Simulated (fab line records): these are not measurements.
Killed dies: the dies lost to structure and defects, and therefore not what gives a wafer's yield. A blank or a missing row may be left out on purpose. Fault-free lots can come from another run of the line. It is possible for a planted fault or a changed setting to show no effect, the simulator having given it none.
Split-lot study -- flow n5_finfet -- 7 lots, 39 wafers read, on a route of 1938 steps

THE SPLIT ITSELF
At N5_MIM_BOT_SPUTTER_00 (material TiN, target thk 35 nm, time 89.7 s), the setting target_thk_a was moved away from the recipe's 350 angstrom on 18 of the 39 wafers read, by -36.9% to +38.1%. This setting was run at the recipe's value on the other wafers.

The reading comes from the split's own step.

THE READING
TiN_of_MIM_BOT_SPUTTER_00.thk_nm (the simulator's own value, which no gauge read), in nm, at N5_MIM_BOT_SPUTTER_00 (material TiN, target thk 35 nm, time 89.7 s). No usual value for it is given in the file. Here, 21 wafers ran the recipe; their average is 34.9 nm with a standard deviation of 0.55 nm.

wafer,"tool, chamber at the split","target_thk_a as run, angstrom",against the recipe,"TiN_of_MIM_BOT_SPUTTER_00.thk_nm, nm",against lot-mates on the recipe
L078.1,"pvd_sputter-03, -",483.3,+38.1%,48.6,+13.6
L078.2,"pvd_sputter-03, -",483.3,+38.1%,48.2,+13.2
L078.3,"pvd_sputter-03, -",350,recipe,35.2,-
L078.4,"pvd_sputter-03, -",483.3,+38.1%,48,+13.0
L078.5,"pvd_sputter-03, -",350,recipe,35.4,-
L078.6,"pvd_sputter-03, -",350,recipe,34.4,-
L083.1,"pvd_sputter-02, -",433.8,+23.9%,43.2,+8.4
L083.2,"pvd_sputter-02, -",433.8,+23.9%,43.6,+8.8
L083.3,"pvd_sputter-02, -",433.8,+23.9%,42.6,+7.8
L083.4,"pvd_sputter-02, -",350,recipe,35.4,-
L083.5,"pvd_sputter-02, -",350,recipe,34.4,-
L083.6,"pvd_sputter-02, -",350,recipe,34.6,-
L086.1,"pvd_sputter-03, -",350,recipe,35.2,-
L086.4,"pvd_sputter-03, -",350,recipe,36.4,-
L086.6,"pvd_sputter-03, -",350,recipe,35.4,-
L093.1,"pvd_sputter-03, -",350,recipe,35.6,-
L093.2,"pvd_sputter-03, -",350,recipe,34.8,-
L093.3,"pvd_sputter-03, -",429.3,+22.7%,42.2,+7.1
L093.4,"pvd_sputter-03, -",429.3,+22.7%,42.8,+7.7
L093.5,"pvd_sputter-03, -",429.3,+22.7%,42,+6.9
L093.6,"pvd_sputter-03, -",350,recipe,35,-
L095.1,"pvd_sputter-02, -",220.9,-36.9%,21,-13.3
L095.6,"pvd_sputter-02, -",220.9,-36.9%,21,-13.3
L095.2,"pvd_sputter-02, -",350,recipe,34.8,-
L095.3,"pvd_sputter-02, -",220.9,-36.9%,21.8,-12.5
L095.4,"pvd_sputter-02, -",350,recipe,33.8,-
L095.5,"pvd_sputter-02, -",350,recipe,34.4,-
L097.1,"pvd_sputter-01, -",350,recipe,34.2,-
L097.2,"pvd_sputter-01, -",350,recipe,34.8,-
L097.3,"pvd_sputter-01, -",480,+37.1%,47.2,+12.7
L097.4,"pvd_sputter-01, -",480,+37.1%,47.4,+12.9
L097.5,"pvd_sputter-01, -",480,+37.1%,47.8,+13.3
L097.6,"pvd_sputter-01, -",350,recipe,34.6,-
L096.1,"pvd_sputter-01, -",279.2,-20.2%,27.6,-7.2
L096.6,"pvd_sputter-01, -",279.2,-20.2%,27.6,-7.2
L096.2,"pvd_sputter-01, -",350,recipe,35,-
L096.3,"pvd_sputter-01, -",350,recipe,34.6,-
L096.4,"pvd_sputter-01, -",279.2,-20.2%,27.4,-7.4
L096.5,"pvd_sputter-01, -",350,recipe,34.8,-

THE FIT
A straight line over all 39 wafers: TiN_of_MIM_BOT_SPUTTER_00.thk_nm changes by +0.352 nm for each +1% of target_thk_a; r = +1.00; the points scatter about the line by 0.53 nm.
The same after taking each lot's own level away (the mean of its wafers on the recipe; 39 wafers): +0.349 nm for each +1%; r = +1.00; scatter 0.41 nm.
Per that fit: largest target_thk_a move, reading shift of 13 nm.
Across the lots, their own levels run from 34.33 to 35.67 nm, a range of 2.4 times the standard deviation given above.
The two slopes agree, so the slope changes little with the lot-to-lot level.
Check: +13.1 nm against its lot-mates is what the line predicts for one of the wafers moved furthest among these (+38.1%) when that wafer is left out of the fit. It came out at +13.6 nm against them.

OTHER SPLITS APPLIED TO THESE WAFERS
Before the reading, these wafers also passed through other splits. Each is held against what the fit with the lots' levels taken away leaves over:
other split on the same wafers,wafers away from the commonest value,r with TiN_of_MIM_BOT_SPUTTER_00.thk_nm (lot level and that fit taken away)
N5_BEOL_M12_TRENCH_ETCH_34 time_s,12,-0.26

FILE'S OWN FIT
TiN_of_MIM_BOT_SPUTTER_00.thk_nm changes by +0.348 nm for each +1% of target_thk_a, r = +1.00.
